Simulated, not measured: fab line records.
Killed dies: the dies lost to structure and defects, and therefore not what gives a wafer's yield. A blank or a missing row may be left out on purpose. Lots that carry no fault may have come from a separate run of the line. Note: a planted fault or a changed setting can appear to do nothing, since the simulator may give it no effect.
The tool behind it: which one? / flow n5 finfet / Sampling: 9 lots, 26 wafers, 5 of 1938 route steps

## WHAT THE GAUGES READ, wafer by wafer
N5_BEOL_M4_THK_MEAS_01. Usual: M4_ILD_THK gives 79.0 nm (standard deviation 1.2).
lot=L752; measured=day 7 15:55; on=film metro-01; M4_ILD_THK (nm)=77.2 77.5; flag=
lot=L753; measured=day 7 22:11; on=film metro-02; M4_ILD_THK (nm)=80.3 80.5 81.3; flag=
lot=L763; measured=day 10 10:25; on=film metro-01; M4_ILD_THK (nm)=78.3 78.7 80.2; flag=
lot=L767; measured=day 11 15:38; on=film metro-02; M4_ILD_THK (nm)=78.7 77.2 77.0; flag=
lot=L768; measured=day 11 18:10; on=film metro-01; M4_ILD_THK (nm)=79.5 80.5 81.6; flag=
lot=L772; measured=day 12 22:05; on=film metro-01; M4_ILD_THK (nm)=80.3 79.9 81.0; flag=
lot=L770; measured=day 13 00:31; on=film metro-02; M4_ILD_THK (nm)=77.4 79.2 78.5; flag=
lot=L771; measured=day 13 01:12; on=film metro-01; M4_ILD_THK (nm)=79.0 79.0 80.4; flag=
lot=L774; measured=day 13 03:15; on=film metro-01; M4_ILD_THK (nm)=78.3 80.1 79.7; flag=

N5_BEOL_M4_RC_MEAS_101. Usual: DIBL_N 36.0 mV/V, standard deviation 1.6; DIBL_P 36.1 mV/V, standard deviation 2; IOFF_N 0.160 nA/um, standard deviation 0.029; IOFF_P 0.21 nA/um, standard deviation 0.039; ION_N 675 uA/um, standard deviation 13; ION_P 464 uA/um, standard deviation 8.8; SS_N 71.5 mV/dec, standard deviation 0.58; SS_P 73.3 mV/dec, standard deviation 0.65; VT_N 250 mV, standard deviation 3.3; VT_P -249 mV, standard deviation 3.6.
lot=L752; measured=day 8 01:37; on=prober-01; DIBL_N (mV/V)=37.5 36.0; DIBL_P (mV/V)=36.4 34.5; IOFF_N (nA/um)=0.174 0.149; IOFF_P (nA/um)=0.24 0.21; ION_N (uA/um)=666 667; ION_P (uA/um)=460 460; SS_N (mV/dec)=71.8 71.1; SS_P (mV/dec)=74.0 72.7; VT_N (mV)=251 251; VT_P (mV)=-248 -250; flag=
lot=L753; measured=day 8 07:10; on=prober-01; DIBL_N (mV/V)=34.1 36.9 33.7; DIBL_P (mV/V)=34.5 37.5 33.5; IOFF_N (nA/um)=0.128 0.173 0.118; IOFF_P (nA/um)=0.17 0.22 0.15; ION_N (uA/um)=666 693 665; ION_P (uA/um)=456 473 452; SS_N (mV/dec)=72.0 71.0 71.2; SS_P (mV/dec)=72.5 73.4 72.2; VT_N (mV)=252 248 255; VT_P (mV)=-252 -248 -255; flag=
lot=L763; measured=day 10 22:04; on=prober-02; DIBL_N (mV/V)=35.3 35.9 36.4; DIBL_P (mV/V)=34.1 35.1 35.6; IOFF_N (nA/um)=0.138 0.154 0.165; IOFF_P (nA/um)=0.19 0.20 0.21; ION_N (uA/um)=681 678 694; ION_P (uA/um)=470 472 474; SS_N (mV/dec)=70.5 70.8 72.1; SS_P (mV/dec)=73.3 72.9 73.4; VT_N (mV)=251 250 247; VT_P (mV)=-252 -251 -250; flag=
lot=L767; measured=day 12 03:53; on=prober-02; DIBL_N (mV/V)=34.5 35.9 35.9; DIBL_P (mV/V)=34.8 37.2 36.8; IOFF_N (nA/um)=0.138 0.166 0.171; IOFF_P (nA/um)=0.19 0.25 0.23; ION_N (uA/um)=657 673 682; ION_P (uA/um)=455 467 470; SS_N (mV/dec)=71.2 71.7 71.7; SS_P (mV/dec)=72.6 73.0 73.5; VT_N (mV)=252 249 246; VT_P (mV)=-250 -246 -249; flag=
lot=L768; measured=day 12 04:14; on=prober-01; DIBL_N (mV/V)=37.1 35.7 34.8; DIBL_P (mV/V)=38.1 36.5 35.1; IOFF_N (nA/um)=0.203 0.154 0.144; IOFF_P (nA/um)=0.22 0.20 0.18; ION_N (uA/um)=685 661 670; ION_P (uA/um)=463 463 455; SS_N (mV/dec)=71.5 71.4 70.7; SS_P (mV/dec)=73.6 73.8 72.9; VT_N (mV)=245 248 250; VT_P (mV)=-248 -248 -253; flag=
lot=L772; measured=day 13 06:37; on=prober-02; DIBL_N (mV/V)=31.8 32.8 35.6; DIBL_P (mV/V)=33.0 34.9 37.3; IOFF_N (nA/um)=0.115 0.123 0.171; IOFF_P (nA/um)=0.18 0.21 0.24; ION_N (uA/um)=667 663 681; ION_P (uA/um)=461 468 471; SS_N (mV/dec)=70.8 71.1 71.3; SS_P (mV/dec)=72.4 73.2 73.8; VT_N (mV)=256 254 249; VT_P (mV)=-250 -246 -247; flag=
lot=L770; measured=day 13 09:56; on=prober-01; DIBL_N (mV/V)=34.8 36.2 36.8; DIBL_P (mV/V)=34.0 35.5 35.9; IOFF_N (nA/um)=0.146 0.154 0.174; IOFF_P (nA/um)=0.17 0.20 0.21; ION_N (uA/um)=687 681 699; ION_P (uA/um)=463 469 468; SS_N (mV/dec)=70.9 71.5 71.2; SS_P (mV/dec)=72.3 73.7 73.0; VT_N (mV)=247 248 247; VT_P (mV)=-252 -250 -250; flag=
lot=L771; measured=day 13 13:07; on=prober-02; DIBL_N (mV/V)=35.4 36.8 38.6; DIBL_P (mV/V)=35.1 36.5 39.2; IOFF_N (nA/um)=0.146 0.159 0.210; IOFF_P (nA/um)=0.20 0.22 0.27; ION_N (uA/um)=695 675 706; ION_P (uA/um)=478 466 479; SS_N (mV/dec)=71.2 71.7 72.0; SS_P (mV/dec)=72.2 73.2 74.0; VT_N (mV)=249 251 247; VT_P (mV)=-251 -248 -247; flag=
lot=L774; measured=day 13 14:01; on=prober-01; DIBL_N (mV/V)=37.1 37.2 38.8; DIBL_P (mV/V)=39.3 38.6 40.2; IOFF_N (nA/um)=0.192 0.181 0.234; IOFF_P (nA/um)=0.30 0.27 0.31; ION_N (uA/um)=682 677 687; ION_P (uA/um)=472 469 468; SS_N (mV/dec)=70.9 72.6 72.1; SS_P (mV/dec)=74.7 73.8 74.1; VT_N (mV)=245 247 244; VT_P (mV)=-242 -246 -242; flag=

## EACH LOT AND THE TOOL THAT RAN IT (in order: tool; ch and the chambers of the sampled wafers; start)
lot=L752; N5_BEOL_M4_PECVD_72=pecvd-02 ch 1,2, day 7 15:57; N5_BEOL_M4_ETCH_77=rie diel-03 ch 0,3, day 7 17:50; N5_BEOL_M4_STRIP_97=rie diel-06 ch 2, day 8 01:37 or earlier
lot=L753; N5_BEOL_M4_PECVD_72=pecvd-04 ch 0,2, day 7 22:13; N5_BEOL_M4_ETCH_77=rie diel-04 ch 1,2,3, day 7 23:54; N5_BEOL_M4_STRIP_97=rie diel-04 ch 0,1, day 8 07:10 or earlier
lot=L763; N5_BEOL_M4_PECVD_72=pecvd-03 ch 0,2, day 10 10:27; N5_BEOL_M4_ETCH_77=rie diel-03 ch 0,1,3, day 10 13:43; N5_BEOL_M4_STRIP_97=rie diel-06 ch 0,1,3, day 10 22:04 or earlier
lot=L767; N5_BEOL_M4_PECVD_72=pecvd-04 ch 0,1,2, day 11 15:41; N5_BEOL_M4_ETCH_77=rie diel-06 ch 0,1,3, day 11 18:43; N5_BEOL_M4_STRIP_97=rie diel-04 ch 0,1,3, day 12 03:53 or earlier
lot=L768; N5_BEOL_M4_PECVD_72=pecvd-03 ch 0,1,2, day 11 18:13; N5_BEOL_M4_ETCH_77=rie diel-03 ch 0,2,3, day 11 21:11; N5_BEOL_M4_STRIP_97=rie diel-03 ch 2,3, day 12 04:14 or earlier
lot=L772; N5_BEOL_M4_PECVD_72=pecvd-04 ch 0,1,2, day 12 22:08; N5_BEOL_M4_ETCH_77=rie diel-04 ch 0,2, day 13 00:25; N5_BEOL_M4_STRIP_97=rie diel-04 ch 0,2,3, day 13 06:37 or earlier
lot=L770; N5_BEOL_M4_PECVD_72=pecvd-02 ch 1,2, day 13 00:33; N5_BEOL_M4_ETCH_77=rie diel-06 ch 1,3, day 13 04:14; N5_BEOL_M4_STRIP_97=rie diel-04 ch 0,2,3, day 13 09:56 or earlier
lot=L771; N5_BEOL_M4_PECVD_72=pecvd-02 ch 0,1,2, day 13 01:14; N5_BEOL_M4_ETCH_77=rie diel-03 ch 1,3, day 13 04:20; N5_BEOL_M4_STRIP_97=rie diel-04 ch 0,3, day 13 13:07 or earlier
lot=L774; N5_BEOL_M4_PECVD_72=pecvd-03 ch 1,2, day 13 03:17; N5_BEOL_M4_ETCH_77=rie diel-06 ch 1,3, day 13 05:01; N5_BEOL_M4_STRIP_97=rie diel-04 ch 0,2,3, day 13 14:01 or earlier
- N5_BEOL_M4_PECVD_72: deposits SiO2 from TEOS/O2, target thk 16 nm, time 18 s.
- N5_BEOL_M4_ETCH_77: etches underlayer in N2/H2, target depth 6.5 nm, time 5.2 s.
- N5_BEOL_M4_STRIP_97: strips in N2/H2, time 10 s.

## AS READ BY THE TOOLS THEMSELVES (means over the sampled wafers that have a number; for cases with no such wafer, the mark the record gives instead)
N5_BEOL_M4_PECVD_72. Usual: heater power w 743 W, standard deviation 75; showerhead plenum p Torr 8.76 Torr, standard deviation 0.073; susceptor temp C 400.01 C, standard deviation 0.22; throttle valve pct 22.4 %, standard deviation 1.2.
lot=L752; tool=pecvd-02; heater power w (W)=762; showerhead plenum p Torr (Torr)=8.64; susceptor temp C (C)=399.89; throttle valve pct (%)=22.9; flag=
lot=L753; tool=pecvd-04; heater power w (W)=763; showerhead plenum p Torr (Torr)=8.76; susceptor temp C (C)=399.94; throttle valve pct (%)=21.8; flag=
lot=L763; tool=pecvd-03; heater power w (W)=721; showerhead plenum p Torr (Torr)=8.78; susceptor temp C (C)=399.83; throttle valve pct (%)=21.8; flag=
lot=L767; tool=pecvd-04; heater power w (W)=756; showerhead plenum p Torr (Torr)=8.77; susceptor temp C (C)=399.98; throttle valve pct (%)=21.7; flag=
lot=L768; tool=pecvd-03; heater power w (W)=791; showerhead plenum p Torr (Torr)=8.80; susceptor temp C (C)=399.97; throttle valve pct (%)=22.6; flag=
lot=L772; tool=pecvd-04; heater power w (W)=735; showerhead plenum p Torr (Torr)=8.75; susceptor temp C (C)=400.03; throttle valve pct (%)=21.8; flag=
lot=L770; tool=pecvd-02; heater power w (W)=706; showerhead plenum p Torr (Torr)=8.65; susceptor temp C (C)=399.98; throttle valve pct (%)=23.4; flag=
lot=L771; tool=pecvd-02; heater power w (W)=753; showerhead plenum p Torr (Torr)=8.71; susceptor temp C (C)=399.94; throttle valve pct (%)=22.8; flag=
lot=L774; tool=pecvd-03; heater power w (W)=745; showerhead plenum p Torr (Torr)=8.84; susceptor temp C (C)=399.99; throttle valve pct (%)=22.6; flag=

N5_BEOL_M4_ETCH_77. Usual: bias w 150.0 W, standard deviation 0.48; chamber pressure mTorr 30.00 mTorr, standard deviation 0.043; drypump motor current A 5.7 A, standard deviation 0.66; etch rf on time s 5.19 s, standard deviation 0.12; oes product au 0.70 a.u., standard deviation 0.069; rf vpp V 522.7 V, standard deviation 2.7; showerhead plenum p Torr 2.50 Torr, standard deviation 0.08; throttle valve pct 17.88 %, standard deviation 0.23.
lot=L752; tool=rie diel-03; bias w (W)=149.7; chamber pressure mTorr (mTorr)=29.99; drypump motor current A (A)=5.8; etch rf on time s (s)=5.07; oes product au (a.u.)=0.78; rf vpp V (V)=526.7; showerhead plenum p Torr (Torr)=2.64; throttle valve pct (%)=17.69; flag=
lot=L753; tool=rie diel-04; bias w (W)=150.0; chamber pressure mTorr (mTorr)=30.01; drypump motor current A (A)=5.9; etch rf on time s (s)=5.09; oes product au (a.u.)=0.70; rf vpp V (V)=522.3; showerhead plenum p Torr (Torr)=2.49; throttle valve pct (%)=17.89; flag=
lot=L763; tool=rie diel-03; bias w (W)=150.0; chamber pressure mTorr (mTorr)=29.96; drypump motor current A (A)=6.1; etch rf on time s (s)=5.18; oes product au (a.u.)=0.69; rf vpp V (V)=525.7; showerhead plenum p Torr (Torr)=2.56; throttle valve pct (%)=17.94; flag=
lot=L767; tool=rie diel-06; bias w (W)=-; chamber pressure mTorr (mTorr)=-; drypump motor current A (A)=-; etch rf on time s (s)=-; oes product au (a.u.)=-; rf vpp V (V)=-; showerhead plenum p Torr (Torr)=-; throttle valve pct (%)=-; flag=OFF
lot=L768; tool=rie diel-03; bias w (W)=-; chamber pressure mTorr (mTorr)=-; drypump motor current A (A)=-; etch rf on time s (s)=-; oes product au (a.u.)=-; rf vpp V (V)=-; showerhead plenum p Torr (Torr)=-; throttle valve pct (%)=-; flag=OFF
lot=L772; tool=rie diel-04; bias w (W)=149.7; chamber pressure mTorr (mTorr)=30.05; drypump motor current A (A)=5.7; etch rf on time s (s)=5.08; oes product au (a.u.)=0.75; rf vpp V (V)=522.4; showerhead plenum p Torr (Torr)=2.48; throttle valve pct (%)=17.79; flag=
lot=L770; tool=rie diel-06; bias w (W)=149.9; chamber pressure mTorr (mTorr)=29.99; drypump motor current A (A)=5.5; etch rf on time s (s)=5.26; oes product au (a.u.)=0.69; rf vpp V (V)=521.9; showerhead plenum p Torr (Torr)=2.46; throttle valve pct (%)=17.91; flag=
lot=L771; tool=rie diel-03; bias w (W)=149.7; chamber pressure mTorr (mTorr)=30.01; drypump motor current A (A)=6.6; etch rf on time s (s)=5.14; oes product au (a.u.)=0.78; rf vpp V (V)=527.3; showerhead plenum p Torr (Torr)=2.71; throttle valve pct (%)=17.81; flag=
lot=L774; tool=rie diel-06; bias w (W)=150.0; chamber pressure mTorr (mTorr)=30.03; drypump motor current A (A)=5.5; etch rf on time s (s)=5.26; oes product au (a.u.)=0.69; rf vpp V (V)=520.6; showerhead plenum p Torr (Torr)=2.46; throttle valve pct (%)=17.91; flag=

N5_BEOL_M4_STRIP_97. Usual: drypump motor current A 5.7 A, standard deviation 0.56; oes product au 0.81 a.u., standard deviation 0.084; rf vpp V 58.9 V, standard deviation 0.82; showerhead plenum p Torr 2.48 Torr, standard deviation 0.062; throttle valve pct 23.71 %, standard deviation 0.26.
lot=L752; tool=rie diel-06; drypump motor current A (A)=5.4; oes product au (a.u.)=0.71; rf vpp V (V)=58.8; showerhead plenum p Torr (Torr)=2.42; throttle valve pct (%)=24.13; flag=
lot=L753; tool=rie diel-04; drypump motor current A (A)=5.9; oes product au (a.u.)=0.82; rf vpp V (V)=58.3; showerhead plenum p Torr (Torr)=2.47; throttle valve pct (%)=23.48; flag=
lot=L763; tool=rie diel-06; drypump motor current A (A)=5.6; oes product au (a.u.)=0.85; rf vpp V (V)=59.6; showerhead plenum p Torr (Torr)=2.47; throttle valve pct (%)=23.75; flag=
lot=L767; tool=rie diel-04; drypump motor current A (A)=5.8; oes product au (a.u.)=0.79; rf vpp V (V)=59.7; showerhead plenum p Torr (Torr)=2.45; throttle valve pct (%)=23.65; flag=
lot=L768; tool=rie diel-03; drypump motor current A (A)=5.9; oes product au (a.u.)=0.87; rf vpp V (V)=58.9; showerhead plenum p Torr (Torr)=2.61; throttle valve pct (%)=23.30; flag=
lot=L772; tool=rie diel-04; drypump motor current A (A)=5.7; oes product au (a.u.)=0.82; rf vpp V (V)=58.4; showerhead plenum p Torr (Torr)=2.45; throttle valve pct (%)=23.71; flag=
lot=L770; tool=rie diel-04; drypump motor current A (A)=5.7; oes product au (a.u.)=0.82; rf vpp V (V)=58.4; showerhead plenum p Torr (Torr)=2.45; throttle valve pct (%)=23.71; flag=
lot=L771; tool=rie diel-04; drypump motor current A (A)=5.6; oes product au (a.u.)=0.74; rf vpp V (V)=59.4; showerhead plenum p Torr (Torr)=2.43; throttle valve pct (%)=23.77; flag=
lot=L774; tool=rie diel-04; drypump motor current A (A)=5.7; oes product au (a.u.)=0.82; rf vpp V (V)=59.4; showerhead plenum p Torr (Torr)=2.45; throttle valve pct (%)=23.71; flag=

## THE ANSWER, worked out from the rows above alone
Rule: take the mean of a lot's wafers that have a number; if it is more than 3 standard deviations from the usual mean, the lot is off. A lot without any number at a reading at which 4 lots or more have one is off too. Where the step has rows for the other lots, those lots are counted as sound. After the gauges, taken in route order, come the tools' own readings; for these a lot's mean is taken, as printed above. The first step at which some lot is off is used, and at that step the reading that is off furthest; a lot without a number counts as furthest.
Off: L767, L768 (N5_BEOL_M4_ETCH_77, bias w). Without a number there: L767, L768.
A tool fits if, at that step or a process step before it, it ran every lot that is off, and no sound lot after the first of them. No candidate that was tried fits.

## WHAT WAS PUT IN BY THE SIMULATOR
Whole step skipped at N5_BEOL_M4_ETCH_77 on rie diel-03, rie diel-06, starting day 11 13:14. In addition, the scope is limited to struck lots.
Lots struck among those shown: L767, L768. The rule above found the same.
